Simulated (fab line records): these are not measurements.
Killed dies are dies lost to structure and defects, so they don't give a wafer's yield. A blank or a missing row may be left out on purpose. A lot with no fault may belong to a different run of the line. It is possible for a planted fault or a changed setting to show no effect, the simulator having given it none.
A lot that was struck, set against a sound lot || flow nandHarc || 13 out of 1159 route steps
Sound: wafers L258.1, L258.2, L258.3. Struck: wafer L264.4; the same lot's L264.6 was not struck, so it is left out; see the end for the cause.
At each step with rows: each side's tool, then ch and its chambers, then its first start. Under that, the readings that differ: sound wafers || struck wafers || difference of the means || sigmas: that difference in standard deviations of wafers without a fault.
alike: a reading whose means differ by less than 2 such deviations, as well as words and numbers matching on both sides. not compared: withheld readings; readings where some wafer has no value; bounds like >300 that might hide an equal value; numbers whose values overlap and for which the record gives no deviation.
A row with sigmas, a row that says differs or no value, or rows on one side alone: a step with any of these is where the two part. When numbers do not overlap yet have no deviation, they are printed without sigmas and do not part them. Lack of a reading on every wafer of one side parts them only where that side has two or more wafers.

NHARC_A_SLIT_ETCH_29: etches the open film in CF4/O2, target depth 100 nm, overetch 10 nm, time 55 s.
  sound on rieDiel-06 ch 0,2,3, day 15 17:37; struck on rieDiel-02 ch 2, day 16 18:25
{"reading": "rfHoursCounterH (h)", "sound": "8 8 6", "struck": 3, "difference": -4, "sigmas": ""}
{"reading": "rfVppV (V)", "sound": "196.8 196.8 196.4", "struck": 199.3, "difference": "+2.6", "sigmas": "+2"}
  alike: cf4FlowSccm, drypumpMotorCurrentA, oesProductAu, showerheadPlenumPTorr, throttleValvePct
NHARC_A_SLIT_STRIP_18: strips in O2.
  sound on rieDiel-06 ch 0,1,3; struck on rieDiel-02 ch 2
{"reading": "rfHoursCounterH (h)", "sound": "6 6 8", "struck": 3, "difference": -4, "sigmas": ""}
{"reading": "showerheadPlenumPTorr (Torr)", "sound": "3.44 3.53 3.49", "struck": 3.70, "difference": "+0.21", "sigmas": "+2"}
  alike: drypumpMotorCurrentA, oesProductAu, rfVppV, throttleValvePct
then, 2 steps without rows for these wafers: NHARC_A_SLIT_PRECLEAN_19 (cleans in SC1); NHARC_A_SLIT_SRD_20.
NHARC_A_SLIT_CD_MEAS_21:
  sound on cdSem-03 at day 15 18:09; struck on cdSem-03 at day 16 18:57
  alike: cdNm
then, 3 steps without rows for these wafers: NHARC_A_SIN_REMOVE_WET_00 (chemistry H3PO4, time 15300 s); NHARC_A_SIN_REMOVE_PRECLEAN_01 (cleans in SC1); NHARC_A_SIN_REMOVE_SRD_02.
NHARC_A_SIN_REMOVE_INSPECT_04:
  sound on defectInspect-02 at day 15 23:19; struck on defectInspect-02 at day 17 02:41
  alike: rawDefectCount
NHARC_A_WL_FILL_ALD_00: deposits Al2O3, target thk 3 nm, pulse time 3 s, ald cycles 30.
  sound on aldHk-04 ch 1,2,3, day 15 23:22; struck on aldHk-02 ch 3, day 17 02:45
{"reading": "sinceWetCleanH (h)", "sound": "163 163 163", "struck": 97, "difference": -66, "sigmas": ""}
  alike: heaterPowerW, precursorPulseHeightRel
  not compared: aldCycles
NHARC_A_WL_FILL_RTA_01: time 5 s.
  sound on rtpAnneal-02 ch 0, day 15 23:46; struck on rtpAnneal-02 ch 0, day 17 03:06
  alike: lampPowerPct, lamp_zone_6_pct, lamp_zone_7_pct, wafer_temp_C_max
NHARC_A_WL_FILL_ALD_02: deposits TiN, target thk 2 nm, pulse time 3 s, ald cycles 100.
  sound on aldMetal-03 ch 1,2,3, day 16 00:01; struck on aldMetal-03 ch 0, day 17 03:26
{"reading": "aldCycles", "sound": "100 100 100", "struck": 52, "difference": -48, "sigmas": ""}
  alike: heaterPowerW, precursorPulseHeightRel
  not compared: sinceWetCleanH
-- jump in the record: it breaks off in module A_WL_FILL and resumes in module END (first step shown: number 1159 of the route), and 5 days separate the struck wafers' starts before and after --
NHARC_END_SORT_01:
  sound on prober-02 ch 0, day 21 06:58; struck on prober-01 ch 0, day 22 09:24
{"reading": "killedAtArray", "sound": "21 29 26", "struck": 676, "difference": "+651", "sigmas": "+69"}
{"reading": "killedDies", "sound": "23 33 30", "struck": 677, "difference": "+648", "sigmas": "+72"}
  alike: killedAtOther, killedAtPeriphery, killedOpen, killedShort

== WHERE THEY PART ==
Last at NHARC_END_SORT_01 as far as this record goes, first at NHARC_A_SLIT_ETCH_29.

WHY: what the simulator had put in
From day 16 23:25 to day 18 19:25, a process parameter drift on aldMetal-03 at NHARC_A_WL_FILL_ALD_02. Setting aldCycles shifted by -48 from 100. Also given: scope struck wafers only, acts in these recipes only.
